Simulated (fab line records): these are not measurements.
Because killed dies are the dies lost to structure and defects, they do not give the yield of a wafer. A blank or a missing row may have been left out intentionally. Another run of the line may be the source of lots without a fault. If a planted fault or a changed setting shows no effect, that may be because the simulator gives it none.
Comparing a struck lot with a sound one | flow nand_harc | 38 steps out of a route of 1159
Sound: wafers L323.2, L323.3, L323.6. Wafers struck: L324.3, L324.5, L324.6. The cause comes at the end.
Per side, at each step with rows, come the tool, then ch with its chambers, and then its first start. Under that, the readings that differ: sound wafers | struck wafers | difference of the means | sigmas: that difference in standard deviations of wafers without a fault.
alike: readings with means less than 2 such deviations apart, plus words and numbers identical on both sides. not compared: withheld readings, readings lacking a value on some wafer, bounds such as >300 that could conceal the same value, and numbers that have no deviation in the record and whose values overlap.
A row with sigmas, a row that says differs or no value, or rows on one side alone: a step with any of these is where the two part. Non-overlapping numbers with no deviation appear without sigmas and do not part them. Lack of a reading on every wafer of one side parts them only where that side has two or more wafers.

first, 9 steps without rows for these wafers: NHARC_A_CHANNEL_HOLE_D1_DEP_00 (deposits aC, target thk 3100 nm); NHARC_A_CHANNEL_HOLE_D1_DEP_01 (deposits SiON, target thk 140 nm); NHARC_A_CHANNEL_HOLE_D1_DEHYDRATE_02 (time 120 s); NHARC_A_CHANNEL_HOLE_D1_HMDS_03 (time 30 s); NHARC_A_CHANNEL_HOLE_D1_COAT_36 (time 75 s); NHARC_A_CHANNEL_HOLE_D1_COAT_37 (time 65 s); NHARC_A_CHANNEL_HOLE_D1_COAT_04 (resist thk 90 nm); NHARC_A_CHANNEL_HOLE_D1_SOFTBAKE_05 (time 55 s); NHARC_A_CHANNEL_HOLE_D1_EBR_06.
NHARC_A_CHANNEL_HOLE_D1_EXPOSE_07: exposes mask HOLE D1, target cd 100 nm.
  sound on arfi_scanner-01 ch 0, day 12 00:34; struck on arfi_scanner-01 ch 0, day 12 09:26
  reading              | sound             | struck            | difference | sigmas
  exposure_dose_mJ_cm2 | 59.60 59.62 59.50 | 37.34 37.45 37.36 | -22.19     | -99 or more
  alike: mask
then, 2 steps without rows for these wafers: NHARC_A_CHANNEL_HOLE_D1_PEB_08 (peb time 65 s); NHARC_A_CHANNEL_HOLE_D1_DEVELOP_09 (develop time 35 s).
NHARC_A_CHANNEL_HOLE_D1_CD_MEAS_10 targets a cd of 100 nm.
  sound on cd_sem-03 ch 0, day 12 00:42; struck on cd_sem-03 ch 0, day 12 09:34
  reading    | sound           | struck         | difference | sigmas
  cd_nm (nm) | 100.2 99.8 99.5 | 77.7 77.8 77.8 | -22.1      | -51
NHARC_A_CHANNEL_HOLE_D1_DESCUM_15: chemistry O2, time 3 s.
  sound on rie_diel-10 ch 0,1, day 12 00:53; struck on rie_diel-01 ch 2,3, day 12 09:45
  reading                            | sound             | struck            | difference | sigmas
  model.A_CHANNEL_HOLE_D1.cd_nm (nm) | 99.89 99.47 99.52 | 77.58 77.56 78.14 | -21.87     |
  alike: drypump_motor_current_A, o2_flow_sccm, oes_product_au, rf_vpp_V, showerhead_plenum_p_Torr, throttle_valve_pct
  not compared: rf_hours_counter_h
then, 4 steps without rows for these wafers: NHARC_A_CHANNEL_HOLE_D1_ETCH_38 (etches the open film in CF4, target depth 39 nm, time 65 s); NHARC_A_CHANNEL_HOLE_D1_ETCH_39 (etches the open film in N2/H2, target depth 260 nm, time 325 s); NHARC_A_CHANNEL_HOLE_D1_ETCH_34 (etches the open film in CF4/CHF3, target depth 154 nm, time 77 s); NHARC_A_CHANNEL_HOLE_D1_ETCH_16 (etches the open film in O2/COS, target depth 3100 nm, time 806 s).
NHARC_A_CHANNEL_HOLE_D1_CD_MEAS_18:
  struck on cd_sem-03, day 12 10:53; sound on cd_sem-01, day 12 02:13
  reading    | sound          | struck         | difference | sigmas
  cd_nm (nm) | 99.2 97.7 98.9 | 75.4 76.5 75.0 | -23.0      | -15
then, 12 steps without rows for these wafers: NHARC_A_CHANNEL_HOLE_D1_ETCH_19 (etches the open film in C4F8/O2/Ar, time 34.5 s); NHARC_A_CHANNEL_HOLE_D1_ETCH_20 (etches the open film in C4F8/O2/Ar, time 361.9 s, target depth 1600 nm); NHARC_A_CHANNEL_HOLE_D1_ETCH_21 (etches the open film in C4F8/O2/Ar, time 514.3 s, target depth 1600 nm); NHARC_A_CHANNEL_HOLE_D1_ETCH_22 (etches the open film in C4F8/O2/Ar, time 666.7 s, target depth 1600 nm); NHARC_A_CHANNEL_HOLE_D1_ETCH_23 (etches the open film in C4F8/O2/Ar, time 819 s, target depth 1600 nm); NHARC_A_CHANNEL_HOLE_D1_ETCH_24 (etches the open film in C4F8/O2/Ar, time 906.2 s, target depth 1500 nm); NHARC_A_CHANNEL_HOLE_D1_ETCH_25 (etches the open film in C4F8/O2/Ar, time 1040.2 s, target depth 1500 nm); NHARC_A_CHANNEL_HOLE_D1_ETCH_26 (etches the open film in C4F8/O2/Ar, time 224.1 s, target depth 300 nm); NHARC_A_CHANNEL_HOLE_D1_ETCH_33 (etches the open film in C4F8/O2/Ar, time 90 s, target depth 400 nm); NHARC_A_CHANNEL_HOLE_D1_STRIP_41 (strips in N2/H2); NHARC_A_CHANNEL_HOLE_D1_STRIP_42 (strips in CF4/CHF3); NHARC_A_CHANNEL_HOLE_D1_STRIP_43 (strips in O2/COS).
NHARC_A_CHANNEL_HOLE_D1_ETCH_44: etches the open film in CF4/O2, target depth 140 nm, overetch 14 nm, time 77 s.
  sound on rie_diel-10 ch 0,2,3, day 12 07:02; struck on rie_diel-10 ch 0,1,2, day 12 15:40
  reading                            | sound             | struck           | difference | sigmas
  model.A_CHANNEL_HOLE_D1.cd_nm (nm) | 90.09 88.18 89.55 | 67.08 68.9 67.77 | -21.36     |
  alike: drypump_motor_current_A, o2_flow_sccm, oes_product_au, rf_vpp_V, showerhead_plenum_p_Torr, throttle_valve_pct
  not compared: rf_hours_counter_h
then, 3 steps without rows for these wafers: NHARC_A_CHANNEL_HOLE_D1_STRIP_27 (strips in O2); NHARC_A_CHANNEL_HOLE_D1_PRECLEAN_28 (cleans in SC1); NHARC_A_CHANNEL_HOLE_D1_SRD_29.
NHARC_A_CHANNEL_HOLE_D1_CD_MEAS_30:
  struck on cd_sem-03, day 12 16:28; sound on cd_sem-01, day 12 07:49
  reading    | sound          | struck         | difference | sigmas
  cd_nm (nm) | 90.5 88.6 89.7 | 67.5 68.3 67.4 | -21.9      | -24
NHARC_A_CHANNEL_HOLE_D1_XSEM_31:
  sound on xsem-02 ch 0, day 12 07:55; struck on xsem-02 ch 0, day 12 16:33
  reading        | sound          | struck         | difference | sigmas
  bot_cd_nm (nm) | 75.2 73.6 74.6 | 51.4 53.5 51.3 | -22.4      | -20
  alike: bow_nm, tilt_deg
NHARC_END_WLT_00:
  rows exist in the record for the sound wafers here (prober-01, day 22 09:25), none for the struck ones

WHERE THEY PART
Last at NHARC_END_WLT_00 as far as this record goes, first at NHARC_A_CHANNEL_HOLE_D1_EXPOSE_07.

WHY: whatever the simulator had introduced
Process parameters drifting: arfi_scanner-01 at NHARC_A_CHANNEL_HOLE_D1_EXPOSE_07, beginning at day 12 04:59. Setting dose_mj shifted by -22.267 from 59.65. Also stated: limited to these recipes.
